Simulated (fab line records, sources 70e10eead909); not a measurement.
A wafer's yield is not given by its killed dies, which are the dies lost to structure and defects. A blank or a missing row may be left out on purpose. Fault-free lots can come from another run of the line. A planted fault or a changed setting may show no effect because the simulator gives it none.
Struck lot and sound lot, side by side | flow nand-harc | 20 steps out of a route of 1159
Sound: wafers L712.3, L712.5, L712.6. The struck wafers were L717.1, L717.3, L717.4. The cause comes at the end.
Per side, at each step with rows, come the tool, then ch with its chambers, and then its first start. Under that, the readings that differ: sound wafers | struck wafers | difference of the means | sigmas: that difference in standard deviations of wafers without a fault.
alike: words and numbers the same on both sides, and readings whose means are apart by under 2 such deviations; not compared: readings that were withheld, readings missing a value for some wafer, numbers with overlapping values and no deviation given by the record, and bounds like >300 which may hide the same value.
The two part at a step that has a row with sigmas, a row that says differs or no value, or rows on one side only. Numbers that don't overlap but have no deviation are shown without sigmas and don't part them. A reading missing from all wafers of one side parts the sides only when that side holds two or more wafers.

NHARC_P_ZERO_WELL_CD_MEAS_11: the cd target is 500 nm.
  sound on cd-sem-01 ch 0, day 1 19:21; struck on cd-sem-01 ch 0, day 3 01:07
  alike: cd-nm
then, 1 step without rows for these wafers: NHARC_P_ZERO_WELL_HARDBAKE_12 (time 65 s).
NHARC_P_ZERO_WELL_DESCUM_13: chemistry O2, time 3 s.
  sound on rie-diel-04 ch 1,2,3, day 1 19:31; struck on rie-diel-07 ch 1,2,3, day 3 01:16
  alike: drypump-motor-current-A, o2-flow-sccm, oes-product-au, rf-vpp-V, showerhead-plenum-p-Torr, throttle-valve-pct
  not compared: rf-hours-counter-h
NHARC_P_ZERO_WELL_ETCH_65: etches the open film in N2/H2, target depth 80 nm, overetch 24 nm, time 87.88 s.
  sound on rie-diel-04 ch 0,1,3, day 1 19:36; struck on rie-diel-07 ch 0,1,3, day 3 01:22
  alike: drypump-motor-current-A, oes-product-au, rf-vpp-V, showerhead-plenum-p-Torr, throttle-valve-pct
  not compared: rf-hours-counter-h
NHARC_P_ZERO_WELL_ETCH_62: etches the open film in CHF3/Ar, target depth 13 nm, time 6.5 s.
  sound: rie-diel-04 ch 1,2; struck: rie-diel-07 ch 0,1,3
  reading               | sound             | struck            | difference | sigmas
  oes-product-au (a.u.) | 0.916 0.932 0.920 | 0.972 0.966 0.981 | +0.050     | +3
  alike: drypump-motor-current-A, rf-vpp-V, showerhead-plenum-p-Torr, throttle-valve-pct
  not compared: rf-hours-counter-h
NHARC_P_ZERO_WELL_ETCH_63: etches the open film in HBr/Cl2, target depth 120 nm, time 40.1 s.
  sound on rie-si-03 ch 0,3, day 1 19:47; struck on rie-si-03 ch 0,1,2, day 3 01:32
  alike: drypump-motor-current-A, oes-product-au, throttle-valve-pct
  not compared: rf-hours-counter-h
then, 6 steps without rows for these wafers: NHARC_P_ZERO_WELL_STRIP_15 (strips in SPM, time 900 s); NHARC_P_ZERO_WELL_DEHYDRATE_16 (time 120 s); NHARC_P_ZERO_WELL_HMDS_17 (time 30 s); NHARC_P_ZERO_WELL_COAT_18; NHARC_P_ZERO_WELL_SOFTBAKE_19 (time 95 s); NHARC_P_ZERO_WELL_EBR_20.
NHARC_P_ZERO_WELL_EXPOSE_21: exposes mask P NWELL, target cd 720 nm.
  sound on krf-scanner-02 ch 0, day 1 20:32; struck on krf-scanner-01 ch 0, day 3 02:11
  reading | sound                         | struck                                 | difference | sigmas
  mask    | P_NWELL#0 P_NWELL#0 P_NWELL#0 | P_NWELL_R1#0 P_NWELL_R1#0 P_NWELL_R1#0 | differs    |
then, 2 steps without rows for these wafers: NHARC_P_ZERO_WELL_PEB_22 (peb time 85 s); NHARC_P_ZERO_WELL_DEVELOP_23 (time 70 s).
NHARC_P_ZERO_WELL_CD_MEAS_24: the cd target is 720 nm.
  sound on cd-sem-03 ch 0, day 1 20:42; struck on cd-sem-03 ch 0, day 3 02:20
  reading    | sound             | struck            | difference | sigmas
  cd-nm (nm) | 720.0 720.9 720.6 | 679.3 679.5 679.3 | -41.1      | -29
then, 1 step without rows for these wafers: NHARC_P_ZERO_WELL_HARDBAKE_25 (time 80 s).
NHARC_P_ZERO_WELL_DESCUM_26: chemistry O2, time 3 s.
  sound on rie-diel-10 ch 0,1, day 1 20:52; struck on rie-diel-10 ch 0,1,3, day 3 02:31
  reading                      | sound           | struck            | difference | sigmas
  model.P_ZERO_WELL.cd-nm (nm) | 720.4 721 720.8 | 679.1 679.3 679.3 | -41.5      |
  alike: drypump-motor-current-A, o2-flow-sccm, oes-product-au, rf-vpp-V, showerhead-plenum-p-Torr, throttle-valve-pct
  not compared: rf-hours-counter-h
next, for these wafers, 1 step has no rows: NHARC_P_ZERO_WELL_IMPLANT_27.
-- record jumps: 18 days between struck wafers' starts before vs after; left off in module P_ZERO_WELL, resumes in module END, first step shown is number 1159 of the route --
NHARC_END_SORT_01:
  only the struck wafers appear in the record here, on prober-02 ch 0 at day 20 16:32; the sound ones have no rows

## WHERE THEY PART
At NHARC_P_ZERO_WELL_ETCH_62 first; at NHARC_END_SORT_01 last (within this record only).

WHY: whatever the simulator had introduced
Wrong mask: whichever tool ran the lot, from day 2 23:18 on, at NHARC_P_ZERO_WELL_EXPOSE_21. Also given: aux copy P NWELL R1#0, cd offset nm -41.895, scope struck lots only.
